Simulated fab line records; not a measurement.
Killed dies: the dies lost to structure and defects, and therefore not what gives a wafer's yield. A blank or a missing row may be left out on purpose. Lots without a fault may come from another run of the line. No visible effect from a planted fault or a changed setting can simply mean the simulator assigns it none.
Struck lot and sound lot, side by side / flow nand_harc / 18 steps out of a route of 1159
Sound: wafers L859.1, L859.3, L859.6. Wafers struck: L860.1, L860.2, L860.4. The cause is named last.
Per side, at each step with rows, come the tool, then ch with its chambers, and then its first start. Under that, the readings that differ: sound wafers / struck wafers / difference of the means / sigmas: that difference in standard deviations of wafers without a fault.
alike: words and numbers the same on both sides, and readings whose means are apart by under 2 such deviations; not compared: readings that were withheld, readings missing a value for some wafer, numbers with overlapping values and no deviation given by the record, and bounds like >300 which may hide the same value.
A row with sigmas, a row that says differs or no value, or rows on one side alone: a step with any of these is where the two part. Numbers that have no deviation but don't overlap get no sigmas and don't part them. Lack of a reading on every wafer of one side parts them only where that side has two or more wafers.

first, 2 steps without rows for these wafers: NHARC_P_STI_SRD_39; NHARC_P_STI_OXIDE_40 (material SiO2, target thk 10 nm, ox time 1362 s).
NHARC_P_STI_INSPECT_25:
  sound on defect_inspect-01 at day 4 19:14; struck on defect_inspect-02 at day 4 19:14
  alike: raw_defect_count
then, 9 steps without rows for these wafers: NHARC_P_GATE_ETCH_69 (etches SiO2 in dHF, target depth 14 nm); NHARC_P_GATE_PRECLEAN_70 (cleans in SC1); NHARC_P_GATE_SRD_01; NHARC_P_GATE_OXIDE_02 (material SiO2, target thk 37.5 nm, ox time 365 s); NHARC_P_GATE_DEHYDRATE_03 (time 120 s); NHARC_P_GATE_HMDS_04 (time 30 s); NHARC_P_GATE_COAT_05; NHARC_P_GATE_SOFTBAKE_06 (time 95 s); NHARC_P_GATE_EBR_07.
NHARC_P_GATE_EXPOSE_08: exposes mask P HV.
  sound on krf_scanner-02 ch 0, day 5 03:02; struck on krf_scanner-01 ch 0, day 5 03:21
reading=mask; sound=P_HV#0 P_HV#0 P_HV#0; struck=P_HVPW#0 P_HVPW#0 P_HVPW#0; difference=differs; sigmas=
  alike: exposure_dose_mJ_cm2, stage_vel_mm_s
then, 2 steps without rows for these wafers: NHARC_P_GATE_PEB_09 (peb time 85 s); NHARC_P_GATE_DEVELOP_10 (time 70 s).
NHARC_P_GATE_CD_MEAS_11: target cd 1640 nm.
  sound on cd_sem-03 ch 0, day 5 03:11; struck on cd_sem-01 ch 0, day 5 03:31
reading=cd_nm (nm); sound=1639.9 1639.3 1639.4; struck=- - -; difference=no value on the struck wafers; sigmas=
then, 1 step without rows for these wafers: NHARC_P_GATE_HARDBAKE_12 (time 80 s).
-- break in the record here, with 15 days between the starts of the struck wafers on either side (left off in module P_GATE, picked up again in module END, where the first step shown is number 1159 on the route) --
NHARC_END_SORT_01:
  sound on prober-01 ch 0, day 20 00:17; struck on prober-01 ch 0, day 20 08:01
reading=hold; sound=- - -; struck=await_dispo/4.4h/scrap await_dispo/4.4h/scrap await_dispo/4.4h/scrap; difference=no value on the sound wafers; sigmas=
reading=killed_at_array; sound=9 5 10; struck=27 36 40; difference=+26; sigmas=+2
reading=killed_at_periphery; sound=0 2 0; struck=650 641 637; difference=+642; sigmas=+99 or more
reading=killed_dies; sound=9 8 11; struck=677 677 677; difference=+668; sigmas=+61
  alike: killed_at_other, killed_open, killed_short

WHERE THEY PART
Earliest at NHARC_P_GATE_EXPOSE_08; latest, in this record, at NHARC_END_SORT_01.

WHY: the cause the simulator had injected
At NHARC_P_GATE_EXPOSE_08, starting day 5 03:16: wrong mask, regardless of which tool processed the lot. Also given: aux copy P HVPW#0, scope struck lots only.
